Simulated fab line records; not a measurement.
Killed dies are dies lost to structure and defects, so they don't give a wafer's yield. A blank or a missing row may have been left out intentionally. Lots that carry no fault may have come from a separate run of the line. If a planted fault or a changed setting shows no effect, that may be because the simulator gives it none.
Which tool did it? :: flow nand_harc :: 13 lots, 39 wafers sampled, at 5 steps of a route of 1302

WHAT THE GAUGES READ, wafer by wafer
NHARC_END_SORT_01.
lot: L551
measured: day 28 18:43
on: prober-01
killed_at_array: 98 134 88
killed_at_other: 0 0 1
killed_at_periphery: 4 6 1
killed_dies: 102 140 90
killed_open: 4 3 2
killed_short: 4 3 1

lot: L555
measured: day 29 10:34
on: prober-01
killed_at_array: 137 165 115
killed_at_other: 2 3 1
killed_at_periphery: 0 2 3
killed_dies: 139 170 119
killed_open: 4 2 4
killed_short: 1 0 2

TOOL THAT RAN EACH LOT (tool first, then ch and the chambers of the sampled wafers, then the start)
lot: L542
NHARC_A_CONTACT_ETCH_126: har_cap_etch-02 ch 0,1, day 21 16:32
NHARC_THIN_TSV_DESCUM_14: rie_diel-11 ch 0,1,3, day 23 06:10
NHARC_THIN_TSV_STRIP_45: plasma_asher-01 ch 0,1, day 23 07:07
NHARC_THIN_TSV_DEGAS_49: pvd_sputter-01, day 23 08:46

lot: L543
NHARC_A_CONTACT_ETCH_126: har_cap_etch-03 ch 0,1, day 22 04:29
NHARC_THIN_TSV_DESCUM_14: rie_diel-07 ch 1,2,3, day 23 21:32
NHARC_THIN_TSV_STRIP_45: plasma_asher-01 ch 0,1, day 23 22:23
NHARC_THIN_TSV_DEGAS_49: pvd_sputter-02, day 24 00:07

lot: L544
NHARC_A_CONTACT_ETCH_126: har_cap_etch-02 ch 0,1, day 22 13:41
NHARC_THIN_TSV_DESCUM_14: rie_diel-07 ch 1,3, day 24 10:07
NHARC_THIN_TSV_STRIP_45: plasma_asher-02 ch 0,1, day 24 11:02
NHARC_THIN_TSV_DEGAS_49: pvd_sputter-03, day 24 12:43

lot: L545
NHARC_A_CONTACT_ETCH_126: har_cap_etch-03 ch 1, day 22 18:41
NHARC_THIN_TSV_DESCUM_14: rie_diel-09 ch 2,3, day 24 08:16
NHARC_THIN_TSV_STRIP_45: plasma_asher-02 ch 0,1, day 24 09:10
NHARC_THIN_TSV_DEGAS_49: pvd_sputter-01, day 24 10:52

lot: L547
NHARC_A_CONTACT_ETCH_126: har_cap_etch-03 ch 0,1, day 23 20:11
NHARC_THIN_TSV_DESCUM_14: rie_diel-11 ch 0,1,3, day 25 14:34
NHARC_THIN_TSV_STRIP_45: plasma_asher-02 ch 0,1, day 25 15:34
NHARC_THIN_TSV_DEGAS_49: pvd_sputter-03, day 25 17:18

lot: L549
NHARC_A_CONTACT_ETCH_126: har_cap_etch-01 ch 0,1, day 24 17:35
NHARC_THIN_TSV_DESCUM_14: rie_diel-09 ch 1,2,3, day 26 09:32
NHARC_THIN_TSV_STRIP_45: plasma_asher-01 ch 0,1, day 26 10:32
NHARC_THIN_TSV_DEGAS_49: pvd_sputter-02, day 26 12:10

lot: L548
NHARC_A_CONTACT_ETCH_126: har_cap_etch-03 ch 0,1, day 24 18:58
NHARC_THIN_TSV_DESCUM_14: rie_diel-09 ch 0,3, day 26 10:51
NHARC_THIN_TSV_STRIP_45: plasma_asher-01 ch 0,1, day 26 11:45
NHARC_THIN_TSV_DEGAS_49: pvd_sputter-01, day 26 13:29

lot: L550
NHARC_A_CONTACT_ETCH_126: har_cap_etch-02 ch 0,1, day 25 09:09
NHARC_THIN_TSV_DESCUM_14: rie_diel-09 ch 0,3, day 27 02:53
NHARC_THIN_TSV_STRIP_45: plasma_asher-01 ch 0,1, day 27 03:45
NHARC_THIN_TSV_DEGAS_49: pvd_sputter-02, day 27 05:29

lot: L552
NHARC_A_CONTACT_ETCH_126: har_cap_etch-02 ch 0,1, day 26 01:49
NHARC_THIN_TSV_DESCUM_14: rie_diel-07 ch 1,2, day 27 23:16
NHARC_THIN_TSV_STRIP_45: plasma_asher-01 ch 0,1, day 28 00:12
NHARC_THIN_TSV_DEGAS_49: pvd_sputter-03, day 28 01:53

lot: L551
NHARC_A_CONTACT_ETCH_126: har_cap_etch-02 ch 0,1, day 26 06:43
NHARC_THIN_TSV_DESCUM_14: rie_diel-09 ch 0,1,2, day 28 03:31
NHARC_THIN_TSV_STRIP_45: plasma_asher-02 ch 0,1, day 28 04:24
NHARC_THIN_TSV_DEGAS_49: pvd_sputter-03, day 28 06:08

lot: L555
NHARC_A_CONTACT_ETCH_126: har_cap_etch-02 ch 0,1, day 26 17:39
NHARC_THIN_TSV_DESCUM_14: rie_diel-07 ch 1,2,3, day 28 12:36
NHARC_THIN_TSV_STRIP_45: plasma_asher-02 ch 0,1, day 28 13:31
NHARC_THIN_TSV_DEGAS_49: pvd_sputter-02, day 28 15:22

lot: L562
NHARC_A_CONTACT_ETCH_126: har_cap_etch-01 ch 0,1, day 29 23:55
NHARC_THIN_TSV_DESCUM_14: rie_diel-11 ch 0,1, day 31 15:08
NHARC_THIN_TSV_STRIP_45: plasma_asher-01 ch 0,1, day 31 16:07
NHARC_THIN_TSV_DEGAS_49: pvd_sputter-03, day 31 17:47

lot: L564
NHARC_A_CONTACT_ETCH_126: har_cap_etch-02 ch 0,1, day 30 18:38
NHARC_THIN_TSV_DESCUM_14: rie_diel-09 ch 0,2, day 32 11:54
NHARC_THIN_TSV_STRIP_45: plasma_asher-02 ch 0,1, day 32 12:54
NHARC_THIN_TSV_DEGAS_49: pvd_sputter-01, day 32 14:43
- NHARC_A_CONTACT_ETCH_126: etches the open film in C4F8/O2/Ar, time 197 s, target depth 1918 nm.
- NHARC_THIN_TSV_DESCUM_14: chemistry O2, time 3 s.
- NHARC_THIN_TSV_STRIP_45: strips in O2.
- NHARC_THIN_TSV_DEGAS_49: time 120 s.

WHAT THE TOOLS THEMSELVES READ (means of the sampled wafers that have a number; where no wafer has one, the mark that the record gives instead)
NHARC_THIN_TSV_DESCUM_14.
lot: L542
tool: rie_diel-11
drypump_motor_current_A (A): 5.6
oes_product_au (a.u.): 0.994
rf_vpp_V (V): 57.8
showerhead_plenum_p_Torr (Torr): 1.88
throttle_valve_pct (%): 11.304

lot: L543
tool: rie_diel-07
drypump_motor_current_A (A): 5.5
oes_product_au (a.u.): 0.993
rf_vpp_V (V): 57.4
showerhead_plenum_p_Torr (Torr): 1.89
throttle_valve_pct (%): 11.309

lot: L544
tool: rie_diel-07
drypump_motor_current_A (A): 5.4
oes_product_au (a.u.): 0.990
rf_vpp_V (V): 57.5
showerhead_plenum_p_Torr (Torr): 1.92
throttle_valve_pct (%): 11.319

lot: L545
tool: rie_diel-09
drypump_motor_current_A (A): 5.6
oes_product_au (a.u.): 0.994
rf_vpp_V (V): 58.2
showerhead_plenum_p_Torr (Torr): 2.06
throttle_valve_pct (%): 11.309

lot: L547
tool: rie_diel-11
drypump_motor_current_A (A): 5.6
oes_product_au (a.u.): 0.995
rf_vpp_V (V): 57.7
showerhead_plenum_p_Torr (Torr): 1.88
throttle_valve_pct (%): 11.307

lot: L549
tool: rie_diel-09
drypump_motor_current_A (A): 5.6
oes_product_au (a.u.): 1.006
rf_vpp_V (V): 58.0
showerhead_plenum_p_Torr (Torr): 2.03
throttle_valve_pct (%): 11.314

lot: L548
tool: rie_diel-09
drypump_motor_current_A (A): 5.4
oes_product_au (a.u.): 0.992
rf_vpp_V (V): 57.0
showerhead_plenum_p_Torr (Torr): 1.97
throttle_valve_pct (%): 11.311

lot: L550
tool: rie_diel-09
drypump_motor_current_A (A): 5.6
oes_product_au (a.u.): 0.978
rf_vpp_V (V): 58.3
showerhead_plenum_p_Torr (Torr): 2.02
throttle_valve_pct (%): 11.310

lot: L552
tool: rie_diel-07
drypump_motor_current_A (A): 5.4
oes_product_au (a.u.): 1.004
rf_vpp_V (V): 58.1
showerhead_plenum_p_Torr (Torr): 1.86
throttle_valve_pct (%): 11.306

lot: L551
tool: rie_diel-09
drypump_motor_current_A (A): 5.5
oes_product_au (a.u.): 0.995
rf_vpp_V (V): 58.3
showerhead_plenum_p_Torr (Torr): 1.99
throttle_valve_pct (%): 11.315

lot: L555
tool: rie_diel-07
drypump_motor_current_A (A): 5.5
oes_product_au (a.u.): 0.992
rf_vpp_V (V): 58.5
showerhead_plenum_p_Torr (Torr): 1.89
throttle_valve_pct (%): 11.312

lot: L562
tool: rie_diel-11
drypump_motor_current_A (A): 5.3
oes_product_au (a.u.): 1.009
rf_vpp_V (V): 58.0
showerhead_plenum_p_Torr (Torr): 1.83
throttle_valve_pct (%): 11.312

lot: L564
tool: rie_diel-09
drypump_motor_current_A (A): 5.3
oes_product_au (a.u.): 0.996
rf_vpp_V (V): 59.0
showerhead_plenum_p_Torr (Torr): 1.96
throttle_valve_pct (%): 11.301

NHARC_THIN_TSV_STRIP_45.
lot: L542
tool: plasma_asher-01
drypump_motor_current_A (A): 5.9
heater_power_w (W): 297

lot: L543
tool: plasma_asher-01
drypump_motor_current_A (A): 6.0
heater_power_w (W): 297

lot: L544
tool: plasma_asher-02
drypump_motor_current_A (A): 5.9
heater_power_w (W): 348

lot: L545
tool: plasma_asher-02
drypump_motor_current_A (A): 5.9
heater_power_w (W): 344

lot: L547
tool: plasma_asher-02
drypump_motor_current_A (A): 5.8
heater_power_w (W): 345

lot: L549
tool: plasma_asher-01
drypump_motor_current_A (A): 6.0
heater_power_w (W): 290

lot: L548
tool: plasma_asher-01
drypump_motor_current_A (A): 6.0
heater_power_w (W): 298

lot: L550
tool: plasma_asher-01
drypump_motor_current_A (A): 5.6
heater_power_w (W): 307

lot: L552
tool: plasma_asher-01
drypump_motor_current_A (A): 5.5
heater_power_w (W): 313

lot: L551
tool: plasma_asher-02
drypump_motor_current_A (A): 5.8
heater_power_w (W): 339

lot: L555
tool: plasma_asher-02
drypump_motor_current_A (A): 5.9
heater_power_w (W): 332

lot: L562
tool: plasma_asher-01
drypump_motor_current_A (A): 6.0
heater_power_w (W): 304

lot: L564
tool: plasma_asher-02
drypump_motor_current_A (A): 5.9
heater_power_w (W): 335

NHARC_THIN_TSV_DEGAS_49.
lot: L542
tool: pvd_sputter-01
heater_power_w (W): 508

lot: L543
tool: pvd_sputter-02
heater_power_w (W): 526

lot: L544
tool: pvd_sputter-03
heater_power_w (W): 457

lot: L545
tool: pvd_sputter-01
heater_power_w (W): 493

lot: L547
tool: pvd_sputter-03
heater_power_w (W): 448

lot: L549
tool: pvd_sputter-02
heater_power_w (W): 520

lot: L548
tool: pvd_sputter-01
heater_power_w (W): 500

lot: L550
tool: pvd_sputter-02
heater_power_w (W): 499

lot: L552
tool: pvd_sputter-03
heater_power_w (W): 471

lot: L551
tool: pvd_sputter-03
heater_power_w (W): 430

lot: L555
tool: pvd_sputter-02
heater_power_w (W): 489

lot: L562
tool: pvd_sputter-03
heater_power_w (W): 460

lot: L564
tool: pvd_sputter-01
heater_power_w (W): 515

THE ANSWER, worked out from the rows above alone
Rule: the lots themselves supply what counts as usual. The widest of any qualifying gaps counts: lots, ordered by their means at a reading, are off when they make up no more than a third of the lots, leave a main group of 4 or more, and stand apart from it by 3 or more times the standard deviation of that group's means. Not used: any main group whose means are identical at the precision the tables above print for the reading. A lot without any number at a reading at which 4 lots or more have one is off too. All remaining lots with rows at the step are treated as sound. Order of review: gauges by route order, followed by the tools' own readings, for which a lot's mean as printed above is used. At the first step where some lot is off, the reading lying furthest off is the one used; lots without a number count as furthest.
Nothing can be told from this: no lot is off at any reading shown.

WHAT THE SIMULATOR PUT IN
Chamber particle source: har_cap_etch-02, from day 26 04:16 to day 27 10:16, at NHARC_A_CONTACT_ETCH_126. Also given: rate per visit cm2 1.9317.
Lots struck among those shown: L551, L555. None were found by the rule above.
